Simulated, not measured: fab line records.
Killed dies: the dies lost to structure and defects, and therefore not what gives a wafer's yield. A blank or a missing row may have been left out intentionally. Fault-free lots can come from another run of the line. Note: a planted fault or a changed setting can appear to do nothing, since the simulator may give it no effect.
Which tool is to blame? || flow nand harc || Sampling: 12 lots, 36 wafers, 6 of 1159 route steps

== WHAT THE GAUGES READ, wafer by wafer ==
NHARC_P_GATE_CD_MEAS_11: target cd 1640 nm.
{"lot": "L875", "measured": "day 4 10:39", "on": "cd sem-03", "cd nm (nm)": "1638.3 1639.8 1639.2"}
{"lot": "L877", "measured": "day 4 18:50", "on": "cd sem-03", "cd nm (nm)": "1638.3 1640.1 1639.3"}
{"lot": "L879", "measured": "day 5 12:02", "on": "cd sem-03", "cd nm (nm)": "1639.6 1638.0 1638.9"}
{"lot": "L884", "measured": "day 6 15:50", "on": "cd sem-02", "cd nm (nm)": "1638.3 1638.5 1637.5"}
{"lot": "L885", "measured": "day 6 16:01", "on": "cd sem-03", "cd nm (nm)": "1641.1 1639.2 1640.1"}
{"lot": "L886", "measured": "day 7 07:59", "on": "cd sem-02", "cd nm (nm)": "- - -"}
{"lot": "L891", "measured": "day 8 09:50", "on": "cd sem-01", "cd nm (nm)": "1640.8 1638.5 1638.8"}
{"lot": "L892", "measured": "day 8 09:59", "on": "cd sem-03", "cd nm (nm)": "1638.9 1639.0 1639.9"}
{"lot": "L894", "measured": "day 9 01:06", "on": "cd sem-02", "cd nm (nm)": "1639.5 1637.6 1638.2"}
{"lot": "L895", "measured": "day 9 08:54", "on": "cd sem-02", "cd nm (nm)": "1640.7 1639.9 1640.4"}
{"lot": "L896", "measured": "day 9 14:52", "on": "cd sem-01", "cd nm (nm)": "1639.7 1639.2 1637.0"}
{"lot": "L897", "measured": "day 9 14:49", "on": "cd sem-02", "cd nm (nm)": "1641.2 1639.7 1639.2"}

NHARC_END_SORT_01.
{"lot": "L879", "measured": "day 21 12:53", "on": "prober-02", "killed at array": "13 18 11", "killed at other": "0 1 1", "killed at periphery": "8 3 2", "killed dies": "21 22 14", "killed open": "4 3 0", "killed short": "5 7 2"}
{"lot": "L885", "measured": "day 22 04:41", "on": "prober-01", "killed at array": "38 24 34", "killed at other": "1 1 0", "killed at periphery": "5 5 6", "killed dies": "44 30 40", "killed open": "2 6 2", "killed short": "6 0 6"}
{"lot": "L886", "measured": "day 22 14:58", "on": "prober-01", "killed at array": 21, "killed at other": 0, "killed at periphery": 656, "killed dies": 677, "killed open": 2, "killed short": 4}
{"lot": "L891", "measured": "day 23 03:58", "on": "prober-02", "killed at array": "42 30 52", "killed at other": "3 1 1", "killed at periphery": "3 5 4", "killed dies": "48 36 57", "killed open": "1 3 8", "killed short": "1 0 2"}
{"lot": "L895", "measured": "day 25 01:52", "on": "prober-02", "killed at array": "50 47 50", "killed at other": "2 3 0", "killed at periphery": "2 2 6", "killed dies": "54 52 56", "killed open": "2 4 5", "killed short": "2 4 5"}
{"lot": "L897", "measured": "day 24 04:13", "on": "prober-02", "killed at array": "22 33 28", "killed at other": "0 0 0", "killed at periphery": "3 4 2", "killed dies": "25 37 30", "killed open": "4 4 2", "killed short": "3 4 4"}

== TOOL THAT RAN EACH LOT (tool first, then ch and the chambers of the sampled wafers, then the start) ==
{"lot": "L875", "NHARC_P_ZERO_WELL_DESCUM_54": "rie diel-04 ch 0,3, day 1 23:41", "NHARC_P_STI_ETCH_42": "rie diel-12 ch 1,2,3, day 2 20:46", "NHARC_P_GATE_EXPOSE_08": "krf scanner-04 ch 0, day 4 10:30", "NHARC_P_GATE_DEP_103": "pecvd-04 ch 0,1,2, day 5 01:04"}
{"lot": "L877", "NHARC_P_ZERO_WELL_DESCUM_54": "rie diel-04 ch 0,2,3, day 2 11:59", "NHARC_P_STI_ETCH_42": "rie diel-12 ch 0,1,2, day 3 05:20", "NHARC_P_GATE_EXPOSE_08": "krf scanner-03 ch 0, day 4 18:41", "NHARC_P_GATE_DEP_103": "pecvd-04 ch 0,1,2, day 5 07:56"}
{"lot": "L879", "NHARC_P_ZERO_WELL_DESCUM_54": "rie diel-04 ch 0,1,3, day 2 23:41", "NHARC_P_STI_ETCH_42": "rie diel-08 ch 0,2,3, day 3 21:23", "NHARC_P_GATE_EXPOSE_08": "krf scanner-04 ch 0, day 5 11:52", "NHARC_P_GATE_DEP_103": "pecvd-01 ch 1,2, day 6 05:45"}
{"lot": "L884", "NHARC_P_ZERO_WELL_DESCUM_54": "rie diel-02 ch 3, day 4 05:59", "NHARC_P_STI_ETCH_42": "rie diel-12 ch 0,1,2, day 5 00:19", "NHARC_P_GATE_EXPOSE_08": "krf scanner-03 ch 0, day 6 15:41", "NHARC_P_GATE_DEP_103": "pecvd-01 ch 1,2, day 7 05:14"}
{"lot": "L885", "NHARC_P_ZERO_WELL_DESCUM_54": "rie diel-05 ch 0,1,2, day 4 12:01", "NHARC_P_STI_ETCH_42": "rie diel-03 ch 0,1,3, day 5 05:13", "NHARC_P_GATE_EXPOSE_08": "krf scanner-02 ch 0, day 6 15:50", "NHARC_P_GATE_DEP_103": "pecvd-04 ch 0,1,2, day 7 05:14"}
{"lot": "L886", "NHARC_P_ZERO_WELL_DESCUM_54": "rie diel-04 ch 0,1,3, day 4 18:07", "NHARC_P_STI_ETCH_42": "rie diel-12 ch 2,3, day 5 12:37", "NHARC_P_GATE_EXPOSE_08": "krf scanner-04 ch 0, day 7 07:50", "NHARC_P_GATE_DEP_103": "pecvd-01 ch 0,1, day 7 21:00"}
{"lot": "L891", "NHARC_P_ZERO_WELL_DESCUM_54": "rie diel-02 ch 0,1, day 5 23:54", "NHARC_P_STI_ETCH_42": "rie diel-12 ch 0,1, day 6 20:26", "NHARC_P_GATE_EXPOSE_08": "krf scanner-02 ch 0, day 8 09:41", "NHARC_P_GATE_DEP_103": "pecvd-01 ch 0,1, day 8 22:46"}
{"lot": "L892", "NHARC_P_ZERO_WELL_DESCUM_54": "rie diel-05 ch 1,2,3, day 6 06:04", "NHARC_P_STI_ETCH_42": "rie diel-08 ch 0,1,2, day 6 20:36", "NHARC_P_GATE_EXPOSE_08": "krf scanner-04 ch 0, day 8 09:50", "NHARC_P_GATE_DEP_103": "pecvd-03 ch 0,2, day 8 22:46"}
{"lot": "L894", "NHARC_P_ZERO_WELL_DESCUM_54": "rie diel-05 ch 0,1, day 6 17:54", "NHARC_P_STI_ETCH_42": "rie diel-03 ch 0,1,3, day 7 11:14", "NHARC_P_GATE_EXPOSE_08": "krf scanner-04 ch 0, day 9 00:56", "NHARC_P_GATE_DEP_103": "pecvd-01 ch 0,1, day 9 14:16"}
{"lot": "L895", "NHARC_P_ZERO_WELL_DESCUM_54": "rie diel-02 ch 1,3, day 6 23:49", "NHARC_P_STI_ETCH_42": "rie diel-12 ch 1,2,3, day 7 18:08", "NHARC_P_GATE_EXPOSE_08": "krf scanner-03 ch 0, day 9 08:44", "NHARC_P_GATE_DEP_103": "pecvd-04 ch 1,2, day 9 22:53"}
{"lot": "L896", "NHARC_P_ZERO_WELL_DESCUM_54": "rie diel-04 ch 1,2,3, day 7 05:49", "NHARC_P_STI_ETCH_42": "rie diel-12 ch 0,1, day 8 02:05", "NHARC_P_GATE_EXPOSE_08": "krf scanner-02 ch 0, day 9 14:42", "NHARC_P_GATE_DEP_103": "pecvd-04 ch 0,1,2, day 10 05:01"}
{"lot": "L897", "NHARC_P_ZERO_WELL_DESCUM_54": "rie diel-05 ch 0,1,2, day 7 12:01", "NHARC_P_STI_ETCH_42": "rie diel-08 ch 0,1,3, day 8 02:16", "NHARC_P_GATE_EXPOSE_08": "krf scanner-02 ch 0, day 9 14:40", "NHARC_P_GATE_DEP_103": "pecvd-03 ch 0,1,2, day 10 04:22"}
- NHARC_P_ZERO_WELL_DESCUM_54: chemistry O2, time 3 s.
- NHARC_P_STI_ETCH_42: etches the open film in N2/H2, target depth 80 nm, overetch 24 nm, time 61 s.
- NHARC_P_GATE_EXPOSE_08: exposes mask P HV.
- NHARC_P_GATE_DEP_103: deposits SiON, target thk 30 nm.

== AS READ BY THE TOOLS THEMSELVES (means over the sampled wafers that have a number; for cases with no such wafer, the mark the record gives instead) ==
NHARC_P_ZERO_WELL_DESCUM_54.
{"lot": "L875", "tool": "rie diel-04", "drypump motor current A (A)": 5.8, "oes product au (a.u.)": 1.004, "rf vpp V (V)": 57.1, "showerhead plenum p Torr (Torr)": 1.86, "throttle valve pct (%)": 11.313}
{"lot": "L877", "tool": "rie diel-04", "drypump motor current A (A)": 5.4, "oes product au (a.u.)": 1.002, "rf vpp V (V)": 57.9, "showerhead plenum p Torr (Torr)": 1.87, "throttle valve pct (%)": 11.304}
{"lot": "L879", "tool": "rie diel-04", "drypump motor current A (A)": 5.9, "oes product au (a.u.)": 1.001, "rf vpp V (V)": 58.0, "showerhead plenum p Torr (Torr)": 1.86, "throttle valve pct (%)": 11.303}
{"lot": "L884", "tool": "rie diel-02", "drypump motor current A (A)": 5.1, "oes product au (a.u.)": 1.008, "rf vpp V (V)": 57.7, "showerhead plenum p Torr (Torr)": 1.81, "throttle valve pct (%)": 11.312}
{"lot": "L885", "tool": "rie diel-05", "drypump motor current A (A)": 6.0, "oes product au (a.u.)": 0.996, "rf vpp V (V)": 57.6, "showerhead plenum p Torr (Torr)": 1.84, "throttle valve pct (%)": 11.309}
{"lot": "L886", "tool": "rie diel-04", "drypump motor current A (A)": 5.9, "oes product au (a.u.)": 1.005, "rf vpp V (V)": 57.5, "showerhead plenum p Torr (Torr)": 1.86, "throttle valve pct (%)": 11.311}
{"lot": "L891", "tool": "rie diel-02", "drypump motor current A (A)": 5.6, "oes product au (a.u.)": 0.996, "rf vpp V (V)": 56.9, "showerhead plenum p Torr (Torr)": 1.87, "throttle valve pct (%)": 11.316}
{"lot": "L892", "tool": "rie diel-05", "drypump motor current A (A)": 5.9, "oes product au (a.u.)": 1.001, "rf vpp V (V)": 57.7, "showerhead plenum p Torr (Torr)": 1.89, "throttle valve pct (%)": 11.314}
{"lot": "L894", "tool": "rie diel-05", "drypump motor current A (A)": 5.5, "oes product au (a.u.)": 1.001, "rf vpp V (V)": 58.2, "showerhead plenum p Torr (Torr)": 1.82, "throttle valve pct (%)": 11.319}
{"lot": "L895", "tool": "rie diel-02", "drypump motor current A (A)": 5.4, "oes product au (a.u.)": 0.995, "rf vpp V (V)": 57.9, "showerhead plenum p Torr (Torr)": 1.83, "throttle valve pct (%)": 11.305}
{"lot": "L896", "tool": "rie diel-04", "drypump motor current A (A)": 5.9, "oes product au (a.u.)": 0.998, "rf vpp V (V)": 57.8, "showerhead plenum p Torr (Torr)": 1.83, "throttle valve pct (%)": 11.315}
{"lot": "L897", "tool": "rie diel-05", "drypump motor current A (A)": 6.0, "oes product au (a.u.)": 1.003, "rf vpp V (V)": 57.2, "showerhead plenum p Torr (Torr)": 1.84, "throttle valve pct (%)": 11.303}

NHARC_P_STI_ETCH_42.
{"lot": "L875", "tool": "rie diel-12", "bias w (W)": 149.7, "drypump motor current A (A)": 5.8, "n2 flow sccm (sccm)": 149.7, "oes product au (a.u.)": 0.995, "rf vpp V (V)": 430.5, "showerhead plenum p Torr (Torr)": 2.06, "throttle valve pct (%)": 14.162}
{"lot": "L877", "tool": "rie diel-12", "bias w (W)": 149.9, "drypump motor current A (A)": 5.9, "n2 flow sccm (sccm)": 149.6, "oes product au (a.u.)": 0.997, "rf vpp V (V)": 431.3, "showerhead plenum p Torr (Torr)": 2.07, "throttle valve pct (%)": 14.173}
{"lot": "L879", "tool": "rie diel-08", "bias w (W)": 149.8, "drypump motor current A (A)": 5.5, "n2 flow sccm (sccm)": 149.9, "oes product au (a.u.)": 0.998, "rf vpp V (V)": 432.2, "showerhead plenum p Torr (Torr)": 2.11, "throttle valve pct (%)": 14.172}
{"lot": "L884", "tool": "rie diel-12", "bias w (W)": 150.2, "drypump motor current A (A)": 5.9, "n2 flow sccm (sccm)": 149.6, "oes product au (a.u.)": 1.002, "rf vpp V (V)": 431.7, "showerhead plenum p Torr (Torr)": 2.07, "throttle valve pct (%)": 14.177}
{"lot": "L885", "tool": "rie diel-03", "bias w (W)": 150.6, "drypump motor current A (A)": 5.5, "n2 flow sccm (sccm)": 150.4, "oes product au (a.u.)": 1.001, "rf vpp V (V)": 432.0, "showerhead plenum p Torr (Torr)": 2.12, "throttle valve pct (%)": 14.173}
{"lot": "L886", "tool": "rie diel-12", "bias w (W)": 150.4, "drypump motor current A (A)": 5.9, "n2 flow sccm (sccm)": 149.8, "oes product au (a.u.)": 0.999, "rf vpp V (V)": 432.8, "showerhead plenum p Torr (Torr)": 2.14, "throttle valve pct (%)": 14.159}
{"lot": "L891", "tool": "rie diel-12", "bias w (W)": 149.7, "drypump motor current A (A)": 5.8, "n2 flow sccm (sccm)": 150.2, "oes product au (a.u.)": 1.004, "rf vpp V (V)": 429.4, "showerhead plenum p Torr (Torr)": 1.99, "throttle valve pct (%)": 14.170}
{"lot": "L892", "tool": "rie diel-08", "bias w (W)": 150.6, "drypump motor current A (A)": 5.2, "n2 flow sccm (sccm)": 150.1, "oes product au (a.u.)": 0.998, "rf vpp V (V)": 431.6, "showerhead plenum p Torr (Torr)": 2.10, "throttle valve pct (%)": 14.177}
{"lot": "L894", "tool": "rie diel-03", "bias w (W)": 150.1, "drypump motor current A (A)": 5.5, "n2 flow sccm (sccm)": 150.1, "oes product au (a.u.)": 1.000, "rf vpp V (V)": 433.4, "showerhead plenum p Torr (Torr)": 2.12, "throttle valve pct (%)": 14.176}
{"lot": "L895", "tool": "rie diel-12", "bias w (W)": 150.3, "drypump motor current A (A)": 5.8, "n2 flow sccm (sccm)": 150.0, "oes product au (a.u.)": 1.004, "rf vpp V (V)": 430.9, "showerhead plenum p Torr (Torr)": 2.06, "throttle valve pct (%)": 14.185}
{"lot": "L896", "tool": "rie diel-12", "bias w (W)": 150.2, "drypump motor current A (A)": 5.9, "n2 flow sccm (sccm)": 150.2, "oes product au (a.u.)": 1.000, "rf vpp V (V)": 429.2, "showerhead plenum p Torr (Torr)": 2.03, "throttle valve pct (%)": 14.165}
{"lot": "L897", "tool": "rie diel-08", "bias w (W)": 149.9, "drypump motor current A (A)": 5.5, "n2 flow sccm (sccm)": 149.8, "oes product au (a.u.)": 1.002, "rf vpp V (V)": 432.9, "showerhead plenum p Torr (Torr)": 2.12, "throttle valve pct (%)": 14.180}

NHARC_P_GATE_EXPOSE_08.
{"lot": "L875", "tool": "krf scanner-04", "reticle temp C (C)": 22.89}
{"lot": "L877", "tool": "krf scanner-03", "reticle temp C (C)": 23.11}
{"lot": "L879", "tool": "krf scanner-04", "reticle temp C (C)": 22.95}
{"lot": "L884", "tool": "krf scanner-03", "reticle temp C (C)": 23.15}
{"lot": "L885", "tool": "krf scanner-02", "reticle temp C (C)": 22.96}
{"lot": "L886", "tool": "krf scanner-04", "reticle temp C (C)": 22.98}
{"lot": "L891", "tool": "krf scanner-02", "reticle temp C (C)": 23.06}
{"lot": "L892", "tool": "krf scanner-04", "reticle temp C (C)": 23.03}
{"lot": "L894", "tool": "krf scanner-04", "reticle temp C (C)": 23.04}
{"lot": "L895", "tool": "krf scanner-03", "reticle temp C (C)": 22.90}
{"lot": "L896", "tool": "krf scanner-02", "reticle temp C (C)": 22.91}
{"lot": "L897", "tool": "krf scanner-02", "reticle temp C (C)": 22.96}

NHARC_P_GATE_DEP_103.
{"lot": "L875", "tool": "pecvd-04", "heater power w (W)": 743}
{"lot": "L877", "tool": "pecvd-04", "heater power w (W)": 845}
{"lot": "L879", "tool": "pecvd-01", "heater power w (W)": 812}
{"lot": "L884", "tool": "pecvd-01", "heater power w (W)": 824}
{"lot": "L885", "tool": "pecvd-04", "heater power w (W)": 831}
{"lot": "L886", "tool": "pecvd-01", "heater power w (W)": 720}
{"lot": "L891", "tool": "pecvd-01", "heater power w (W)": 757}
{"lot": "L892", "tool": "pecvd-03", "heater power w (W)": 648}
{"lot": "L894", "tool": "pecvd-01", "heater power w (W)": 733}
{"lot": "L895", "tool": "pecvd-04", "heater power w (W)": 702}
{"lot": "L896", "tool": "pecvd-04", "heater power w (W)": 739}
{"lot": "L897", "tool": "pecvd-03", "heater power w (W)": 794}

== THE ANSWER, worked out from the rows above alone ==
Rule: the lots themselves supply what counts as usual. The widest of any qualifying gaps counts: lots, ordered by their means at a reading, are off when they make up no more than a third of the lots, leave a main group of 4 or more, and stand apart from it by 3 or more times the standard deviation of that group's means. If all means in a main group match to the digits the tables above print for the reading, that group is not used. Also off: a lot with no number at a reading for which 4 or more lots have one. Where the step has rows for the other lots, those lots are counted as sound. First the gauges in route order, then the tools' own readings, where a lot's mean is used as printed above. At the first step where some lot is off, the reading lying furthest off is the one used; lots without a number count as furthest.
Off: L886, at NHARC_P_GATE_CD_MEAS_11 (cd nm). Without a number there: L886. The main group has a mean of 1639.2 nm with a standard deviation of 0.68.
If a tool, at a process step before that reading, ran all the lots that are off and no sound lot after the first of them, it fits. Not tried: the gauges at NHARC_P_GATE_CD_MEAS_11; whatever is off there is also off at NHARC_END_SORT_01, on other tools, and gauge error can't account for it. Not one of the candidates tried fits.

== WHAT THE SIMULATOR HAD PUT IN ==
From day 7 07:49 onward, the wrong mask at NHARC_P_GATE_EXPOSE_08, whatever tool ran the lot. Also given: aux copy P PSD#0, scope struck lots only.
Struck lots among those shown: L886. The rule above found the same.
